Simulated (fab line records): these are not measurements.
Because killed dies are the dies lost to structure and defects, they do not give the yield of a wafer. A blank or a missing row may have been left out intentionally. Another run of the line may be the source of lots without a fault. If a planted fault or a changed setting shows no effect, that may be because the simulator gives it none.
Which tool was responsible? + flow n5Finfet + 45 wafers from 15 lots sampled at 4 of the route's 1938 steps

== WHAT THE GAUGES SHOWED, per wafer ==
The record lacks any reading of a measuring or inspecting step that a usual standard deviation could be used to judge.

== EACH LOT AND THE TOOL THAT RAN IT (in order: tool; ch and the chambers of the sampled wafers; start) ==
| lot  | N5_MOL_CONTACT_COAG_ALD_27       | N5_MOL_CONTACT_COAG_ALD_123      | N5_MOL_CONTACT_COAG_EXPOSE_81    | N5_MOL_CONTACT_COAG_DESCUM_88     |
|------|----------------------------------|----------------------------------|----------------------------------|-----------------------------------|
| L591 | aldSin-01 ch 0,1,3, day 5 14:04  | aldSin-02 ch 1,2,3, day 5 16:16  | euvScanner-02 ch 0, day 5 16:59  | rieDiel-03 ch 2,3, day 5 17:14    |
| L592 | aldSin-04 ch 1,2, day 5 19:47    | aldSin-01 ch 1,2,3, day 5 21:41  | euvScanner-01 ch 0, day 5 22:32  | rieDiel-04 ch 0,2,3, day 5 22:50  |
| L593 | aldSin-02 ch 1,2,3, day 6 02:49  | aldSin-04 ch 0,1,2, day 6 04:43  | euvScanner-01 ch 0, day 6 05:25  | rieDiel-02 ch 0,2,3, day 6 06:31  |
| L594 | aldSin-02 ch 1,3, day 6 06:52    | aldSin-04 ch 1,2,3, day 6 08:46  | euvScanner-01 ch 0, day 6 09:28  | rieDiel-02 ch 1,2,3, day 6 10:54  |
| L595 | aldSin-01 ch 0,3, day 6 14:47    | aldSin-02 ch 1,2,3, day 6 16:48  | euvScanner-02 ch 0, day 6 17:38  | rieDiel-02 ch 1,2,3, day 6 17:54  |
| L596 | aldSin-01 ch 1,2,3, day 6 20:19  | aldSin-02 ch 1,2,3, day 6 22:13  | euvScanner-02 ch 0, day 6 22:55  | rieDiel-02 ch 0,1,3, day 6 23:27  |
| L597 | aldSin-04 ch 0,1,3, day 7 05:29  | aldSin-04 ch 1,2,3, day 7 07:23  | euvScanner-02 ch 0, day 7 08:05  | rieDiel-04 ch 1,2, day 7 08:34    |
| L598 | aldSin-04 ch 0,1,2, day 7 11:55  | aldSin-04 ch 0,2, day 7 14:06    | euvScanner-02 ch 0, day 7 14:48  | rieDiel-04 ch 0,1, day 7 15:06    |
| L602 | aldSin-04 ch 0,1,3, day 8 06:35  | aldSin-04 ch 0,1,2, day 8 08:29  | euvScanner-01, day 8 09:19       | rieDiel-03 ch 0,1,3, day 8 09:41  |
| L603 | aldSin-02 ch 0,1,3, day 8 17:18  | aldSin-01 ch 1,3, day 8 20:05    | euvScanner-01, day 8 20:47       | rieDiel-02 ch 0,1,3, day 8 21:11  |
| L604 | aldSin-02 ch 0,2,3, day 8 18:56  | aldSin-01 ch 0,1,3, day 8 21:06  | euvScanner-01, day 8 21:47       | rieDiel-03 ch 1,2,3, day 8 22:04  |
| L609 | aldSin-02 ch 1,2,3, day 10 03:14 | aldSin-01 ch 0,1,3, day 10 05:58 | euvScanner-02 ch 0, day 10 06:40 | rieDiel-03 ch 1,2,3, day 10 07:05 |
| L610 | aldSin-04 ch 0,1,2, day 10 06:19 | aldSin-02 ch 0,1,2, day 10 08:13 | euvScanner-02 ch 0, day 10 08:56 | rieDiel-02 ch 0,3, day 10 09:12   |
| L611 | aldSin-02 ch 0,1,2, day 10 12:39 | aldSin-02 ch 0,1,2, day 10 14:33 | euvScanner-01 ch 0, day 10 15:23 | rieDiel-04 ch 0,3, day 10 16:46   |
| L612 | aldSin-04 ch 0,2,3, day 10 17:54 | aldSin-04 ch 0,2,3, day 10 19:52 | euvScanner-01 ch 0, day 10 20:37 | rieDiel-02 ch 2,3, day 10 23:38   |
- N5_MOL_CONTACT_COAG_ALD_27: deposits SiOC, target thk 17 nm, pulse time 1.5 s, time 2720 s.
- N5_MOL_CONTACT_COAG_ALD_123: deposits SiNx, target thk 5 nm, pulse time 1 s, purge time 2 s.
- N5_MOL_CONTACT_COAG_EXPOSE_81: exposes mask VG, defocus 0 nm.
- N5_MOL_CONTACT_COAG_DESCUM_88: chemistry O2, time 7 s.

== WHAT THE TOOLS THEMSELVES READ (means of the sampled wafers that have a number; where no wafer has one, the mark that the record gives instead) ==
N5_MOL_CONTACT_COAG_ALD_27. Usual: heaterPowerW 859 W, standard deviation 56; precursorPulseHeightRel 0.999, standard deviation 0.02.
| lot  | tool      | heaterPowerW (W) | precursorPulseHeightRel | flag |
|------|-----------|------------------|-------------------------|------|
| L591 | aldSin-01 | 816              | 0.994                   |      |
| L592 | aldSin-04 | 950              | 1.002                   |      |
| L593 | aldSin-02 | 866              | 1.007                   |      |
| L594 | aldSin-02 | 864              | 0.987                   |      |
| L595 | aldSin-01 | 880              | 0.996                   |      |
| L596 | aldSin-01 | 833              | 0.984                   |      |
| L597 | aldSin-04 | 850              | 0.984                   |      |
| L598 | aldSin-04 | 895              | 0.986                   |      |
| L602 | aldSin-04 | 830              | 0.987                   |      |
| L603 | aldSin-02 | 844              | 1.009                   |      |
| L604 | aldSin-02 | 858              | 0.999                   |      |
| L609 | aldSin-02 | 856              | 0.984                   |      |
| L610 | aldSin-04 | 879              | 0.989                   |      |
| L611 | aldSin-02 | 868              | 0.992                   |      |
| L612 | aldSin-04 | 875              | 1.013                   |      |

N5_MOL_CONTACT_COAG_ALD_123. Usual: heaterPowerW 853 W, standard deviation 60; precursorPulseHeightRel 1.000, standard deviation 0.021.
| lot  | tool      | heaterPowerW (W) | precursorPulseHeightRel | flag |
|------|-----------|------------------|-------------------------|------|
| L591 | aldSin-02 | 853              | 1.002                   |      |
| L592 | aldSin-01 | 832              | 1.004                   |      |
| L593 | aldSin-04 | 888              | 1.027                   |      |
| L594 | aldSin-04 | 892              | 0.997                   |      |
| L595 | aldSin-02 | 862              | 0.993                   |      |
| L596 | aldSin-02 | 843              | 1.017                   |      |
| L597 | aldSin-04 | 893              | 1.004                   |      |
| L598 | aldSin-04 | 886              | 1.003                   |      |
| L602 | aldSin-04 | 888              | 1.006                   |      |
| L603 | aldSin-01 | 874              | 1.003                   |      |
| L604 | aldSin-01 | 825              | 0.990                   |      |
| L609 | aldSin-01 | 845              | 0.978                   |      |
| L610 | aldSin-02 | 863              | 0.995                   |      |
| L611 | aldSin-02 | 853              | 1.008                   |      |
| L612 | aldSin-04 | 867              | 1.023                   |      |

N5_MOL_CONTACT_COAG_EXPOSE_81. Usual: exposureDoseMJCm2 59.43, standard deviation 0.08; focusOffsetNm 0.0 nm, standard deviation 0.49.
| lot  | tool          | exposureDoseMJCm2 | focusOffsetNm (nm) | flag |
|------|---------------|-------------------|--------------------|------|
| L591 | euvScanner-02 | 59.45             | -0.3               |      |
| L592 | euvScanner-01 | 59.32             | -0.1               |      |
| L593 | euvScanner-01 | 59.39             | 0.1                |      |
| L594 | euvScanner-01 | 59.37             | 0.0                |      |
| L595 | euvScanner-02 | 59.51             | -0.1               |      |
| L596 | euvScanner-02 | 59.47             | 0.6                |      |
| L597 | euvScanner-02 | 59.51             | -0.5               |      |
| L598 | euvScanner-02 | 59.53             | 0.8                |      |
| L602 | euvScanner-01 | -                 | -                  | OFF  |
| L603 | euvScanner-01 | -                 | -                  | OFF  |
| L604 | euvScanner-01 | -                 | -                  | OFF  |
| L609 | euvScanner-02 | 59.53             | -0.3               |      |
| L610 | euvScanner-02 | 59.49             | 0.2                |      |
| L611 | euvScanner-01 | 59.38             | 0.4                |      |
| L612 | euvScanner-01 | 59.37             | 0.4                |      |

N5_MOL_CONTACT_COAG_DESCUM_88. Usual: chamberPressureMTorr 20.004 mTorr, standard deviation 0.024; drypumpMotorCurrentA 5.8 A, standard deviation 0.39; oesProductAu 0.81 a.u., standard deviation 0.093; rfVppV 243.2 V, standard deviation 1.4; showerheadPlenumPTorr 2.10 Torr, standard deviation 0.074; throttleValvePct 20.30 %, standard deviation 0.17.
| lot  | tool       | chamberPressureMTorr (mTorr) | drypumpMotorCurrentA (A) | oesProductAu (a.u.) | rfVppV (V) | showerheadPlenumPTorr (Torr) | throttleValvePct (%) | flag |
|------|------------|------------------------------|--------------------------|---------------------|------------|------------------------------|----------------------|------|
| L591 | rieDiel-03 | 20.010                       | 5.7                      | 0.85                | 244.1      | 2.10                         | 20.38                |      |
| L592 | rieDiel-04 | 19.999                       | 5.8                      | 0.84                | 243.1      | 2.11                         | 20.28                |      |
| L593 | rieDiel-02 | 19.994                       | 6.0                      | 0.80                | 243.8      | 2.09                         | 20.21                |      |
| L594 | rieDiel-02 | 20.008                       | 5.9                      | 0.73                | 242.0      | 2.05                         | 20.31                |      |
| L595 | rieDiel-02 | 20.011                       | 5.9                      | 0.72                | 242.0      | 2.05                         | 20.30                |      |
| L596 | rieDiel-02 | 19.998                       | 5.9                      | 0.78                | 242.8      | 2.09                         | 20.26                |      |
| L597 | rieDiel-04 | 20.001                       | 5.9                      | 0.75                | 243.7      | 2.15                         | 20.43                |      |
| L598 | rieDiel-04 | 20.000                       | 5.6                      | 0.87                | 245.1      | 2.22                         | 20.18                |      |
| L602 | rieDiel-03 | 19.998                       | 6.0                      | 0.90                | 243.6      | 2.10                         | 20.30                |      |
| L603 | rieDiel-02 | 19.997                       | 5.9                      | 0.76                | 244.7      | 2.08                         | 20.28                |      |
| L604 | rieDiel-03 | 20.002                       | 5.7                      | 0.90                | 242.7      | 2.10                         | 20.32                |      |
| L609 | rieDiel-03 | 20.020                       | 5.7                      | 0.87                | 242.4      | 2.10                         | 20.35                |      |
| L610 | rieDiel-02 | 20.022                       | 6.1                      | 0.81                | 243.6      | 2.12                         | 20.23                |      |
| L611 | rieDiel-04 | 20.000                       | 5.5                      | 0.82                | 244.1      | 2.08                         | 20.14                |      |
| L612 | rieDiel-02 | 20.018                       | 6.0                      | 0.71                | 241.6      | 2.04                         | 20.33                |      |

== THE ANSWER, worked out from the rows above alone ==
Rule: a lot is off if the mean of its wafers that have a number lies more than 3 standard deviations from the usual mean. A lot without any number at a reading at which 4 lots or more have one is off too. The other lots that the step has rows for count as sound. Order of review: gauges by route order, followed by the tools' own readings, for which a lot's mean as printed above is used. The first step at which some lot is off is used, and at that step the reading that is off furthest; a lot without a number counts as furthest.
Off, at N5_MOL_CONTACT_COAG_EXPOSE_81 on exposureDoseMJCm2: L602, L603, L604. Without a number there: L602, L603, L604.
If a tool, at that step or one of the process steps before it, ran each lot that is off and ran no sound lot following the first of them, it fits. Of those tried, none fits.

== WHAT THE SIMULATOR HAD PUT IN ==
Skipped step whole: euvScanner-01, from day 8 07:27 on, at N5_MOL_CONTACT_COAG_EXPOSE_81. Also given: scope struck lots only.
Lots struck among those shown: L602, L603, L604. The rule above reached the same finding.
